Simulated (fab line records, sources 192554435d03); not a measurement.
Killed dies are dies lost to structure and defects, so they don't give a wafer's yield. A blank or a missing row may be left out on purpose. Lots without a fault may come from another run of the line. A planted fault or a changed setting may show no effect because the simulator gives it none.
Tool commonality check | flow n5_finfet | 14 lots, 42 wafers sampled

WHY IT WAS OPENED
At N5_BEOL_M0_SAQP_THK_MEAS_05 the reading thk_nm is flagged on 2 of 14 lots. Wafers without a fault read 60.2 nm, standard deviation 0.8.
Rule: a lot is flagged when every wafer of it that has a number lies more than 4 standard deviations from that mean, or none has a number. The other lots count as sound.

lot  | measured     | on            | thk_nm (nm), wafer by wafer | flag
L677 | day 5 17:50  | film_metro-01 | 61.0 60.2 61.2              |
L678 | day 5 22:46  | film_metro-01 | 58.6 60.6 60.4              |
L679 | day 6 07:07  | film_metro-02 | 59.5 59.3 60.6              |
L680 | day 6 08:58  | film_metro-01 | 59.9 59.9 61.2              |
L682 | day 6 19:01  | film_metro-01 | 58.8 59.0 60.3              |
L681 | day 7 00:24  | film_metro-02 | 59.2 59.3 60.1              |
L684 | day 7 16:34  | film_metro-02 | 59.7 59.5 58.9              |
L685 | day 7 19:46  | film_metro-02 | 59.9 61.1 60.4              |
L686 | day 7 23:31  | film_metro-01 | 59.4 60.8 60.0              |
L691 | day 9 06:08  | film_metro-01 | 59.9 60.0 59.9              |
L694 | day 10 01:04 | film_metro-02 | 23.3 23.7 23.4              | FLAGGED
L695 | day 10 03:05 | film_metro-02 | 23.3 23.1 23.7              | FLAGGED
L698 | day 11 00:53 | film_metro-01 | 60.4 60.1 61.2              |
L699 | day 11 04:34 | film_metro-01 | 60.0 59.3 59.5              |
The numbers of the flagged lots are 23.4 nm on average: -36.8 nm against the usual, or -46 standard deviations.

WHICH TOOL RAN EACH LOT
The record holds 4 process steps before the reading, out of a route of 1938 steps. In each cell: the tool, then ch and the chambers that the sampled wafers went through, then the start.
lot  | flag    | N5_MOL_CONTACT_COAG_ETCHBACK_136  | N5_MOL_CONTACT_COAG_CVD_140   | N5_BEOL_M0_SAQP_PECVD_00        | N5_BEOL_M0_SAQP_PECVD_04
L677 |         | rie_diel-03 ch 2,3, day 5 09:26   | cvd_w-02 ch 0,1, day 5 09:56  | pecvd-04 ch 0,1,2, day 5 14:37  | pecvd-02 ch 0,2, day 5 17:44
L678 |         | rie_diel-04 ch 1,2, day 5 17:11   | cvd_w-01 ch 1, day 5 17:42    | pecvd-01 ch 0,1,2, day 5 21:42  | pecvd-01 ch 1,2, day 5 22:40
L679 |         | rie_diel-05 ch 0,1,3, day 6 00:50 | cvd_w-02 ch 1, day 6 01:22    | pecvd-02 ch 0,1, day 6 05:23    | pecvd-04 ch 0,2, day 6 07:01
L680 |         | rie_diel-03 ch 0,2,3, day 6 03:11 | cvd_w-02 ch 0,1, day 6 03:42  | pecvd-04 ch 0,1,2, day 6 08:22  | pecvd-01 ch 0,2, day 6 08:52
L682 |         | rie_diel-05 ch 0,1,3, day 6 12:46 | cvd_w-02 ch 0,1, day 6 13:17  | pecvd-01 ch 0,1,2, day 6 17:17  | pecvd-01 ch 0,1, day 6 18:55
L681 |         | rie_diel-04 ch 1,2, day 6 14:41   | cvd_w-02 ch 0,1, day 6 15:13  | pecvd-04 ch 0,1,2, day 6 20:17  | pecvd-01 ch 1,2, day 7 00:17
L684 |         | rie_diel-03 ch 1,2, day 7 10:23   | cvd_w-01 ch 0,1, day 7 10:53  | pecvd-04 ch 0,1,2, day 7 14:54  | pecvd-02 ch 0,1,2, day 7 16:28
L685 |         | rie_diel-04 ch 1,3, day 7 11:22   | cvd_w-02 ch 1, day 7 12:00    | pecvd-04 ch 0,1, day 7 17:55    | pecvd-02 ch 0,1, day 7 19:41
L686 |         | rie_diel-03 ch 2,3, day 7 16:34   | cvd_w-01 ch 0,1, day 7 17:05  | pecvd-02 ch 0,2, day 7 21:06    | pecvd-02 ch 0,2, day 7 23:25
L691 |         | rie_diel-03 ch 1,2,3, day 8 21:50 | cvd_w-01 ch 0,1, day 8 22:21  | pecvd-01 ch 0,1,2, day 9 05:17  | pecvd-01 ch 0,1,2, day 9 06:03
L694 | FLAGGED | rie_diel-04 ch 0,1,2, day 9 16:11 | cvd_w-01 ch 0,1, day 9 16:42  | pecvd-04 ch 0,1,2, day 9 23:41  | pecvd-01 ch 0,2, day 10 00:58
L695 | FLAGGED | rie_diel-05 ch 0,1,2, day 9 19:41 | cvd_w-01 ch 0,1, day 9 20:12  | pecvd-04 ch 0,2, day 10 02:40   | pecvd-01 ch 0,1,2, day 10 02:59
L698 |         | rie_diel-04 ch 1,2, day 10 17:52  | cvd_w-01 ch 0,1, day 10 18:22 | pecvd-02 ch 0,1,2, day 10 22:22 | pecvd-01 ch 0,2, day 11 00:47
L699 |         | rie_diel-03 ch 0,2, day 10 22:04  | cvd_w-01 ch 0,1, day 10 22:35 | pecvd-02 ch 0,1,2, day 11 02:35 | pecvd-04 ch 0,1,2, day 11 04:28
What these steps do:
- N5_MOL_CONTACT_COAG_ETCHBACK_136: etches SiO2 in CHF3, target depth 25 nm, time 16.7 s.
- N5_MOL_CONTACT_COAG_CVD_140: deposits W, target thk 66.5 nm, time 215 s.
- N5_BEOL_M0_SAQP_PECVD_00: deposits SiCN from 3MS/NH3, target thk 8 nm, time 14 s.
- N5_BEOL_M0_SAQP_PECVD_04: deposits a-Si from SiH4/He, target thk 60 nm, time 60.2 s.
- N5_BEOL_M0_SAQP_THK_MEAS_05

FLAGGED OVER TOTAL, TOOL BY TOOL (the gauges that took the reading come last)
step                             | tool          | lots run | flagged | share of the flagged lots | sound lots run after its first flagged lot
N5_MOL_CONTACT_COAG_ETCHBACK_136 | rie_diel-03   | 6        | 0       | none                      | -
N5_MOL_CONTACT_COAG_ETCHBACK_136 | rie_diel-04   | 5        | 1       | some                      | 1 (L698)
N5_MOL_CONTACT_COAG_ETCHBACK_136 | rie_diel-05   | 3        | 1       | some                      | 0
N5_MOL_CONTACT_COAG_CVD_140      | cvd_w-01      | 8        | 2       | all                       | 2 (L698,L699)
N5_MOL_CONTACT_COAG_CVD_140      | cvd_w-02      | 6        | 0       | none                      | -
N5_BEOL_M0_SAQP_PECVD_00         | pecvd-01      | 3        | 0       | none                      | -
N5_BEOL_M0_SAQP_PECVD_00         | pecvd-02      | 4        | 0       | none                      | -
N5_BEOL_M0_SAQP_PECVD_00         | pecvd-04      | 7        | 2       | all                       | 0
N5_BEOL_M0_SAQP_PECVD_04         | pecvd-01      | 8        | 2       | all                       | 1 (L698)
N5_BEOL_M0_SAQP_PECVD_04         | pecvd-02      | 4        | 0       | none                      | -
N5_BEOL_M0_SAQP_PECVD_04         | pecvd-04      | 2        | 0       | none                      | -
N5_BEOL_M0_SAQP_THK_MEAS_05      | film_metro-01 | 8        | 0       | none                      | -
N5_BEOL_M0_SAQP_THK_MEAS_05      | film_metro-02 | 6        | 2       | all                       | 0

WHAT THE TABLE ALLOWS
4 rows of the table ran every flagged lot: cvd_w-01 at N5_MOL_CONTACT_COAG_CVD_140, pecvd-04 at N5_BEOL_M0_SAQP_PECVD_00, pecvd-01 at N5_BEOL_M0_SAQP_PECVD_04, film_metro-02 at N5_BEOL_M0_SAQP_THK_MEAS_05.
- cvd_w-01 at N5_MOL_CONTACT_COAG_CVD_140: 2 of its 8 lots flagged. Sound lots ran on it after the first flagged one (L698, L699), which a lasting fault on the whole tool wouldn't allow.
- pecvd-04 at N5_BEOL_M0_SAQP_PECVD_00: 2 of its 7 lots flagged. Its last sound lot is L685 (day 7 17:55), its first flagged lot L694 (day 9 23:41): a fault that began between those two fits.
- pecvd-01 at N5_BEOL_M0_SAQP_PECVD_04: 2 of its 8 lots flagged. Sound lots ran on it after the first flagged one (L698), which a lasting fault on the whole tool wouldn't allow. On the flagged lots its readings are blank where sound lots have values: chamber_pressure_Torr, heater_power_outer_w, heater_power_w, rf_fwd_power_W and 2 more.
- film_metro-02 at N5_BEOL_M0_SAQP_THK_MEAS_05: 2 of its 6 lots flagged. Its last sound lot is L685 (day 7 19:46), its first flagged lot L694 (day 10 01:04): a fault that began between those two fits.
Counting lots can't tell these 2 tools apart, because each fits a fault that began at some hour. More lots, or a look at what each step does to the wafer, might.

WHAT THE SIMULATOR HAD PUT IN
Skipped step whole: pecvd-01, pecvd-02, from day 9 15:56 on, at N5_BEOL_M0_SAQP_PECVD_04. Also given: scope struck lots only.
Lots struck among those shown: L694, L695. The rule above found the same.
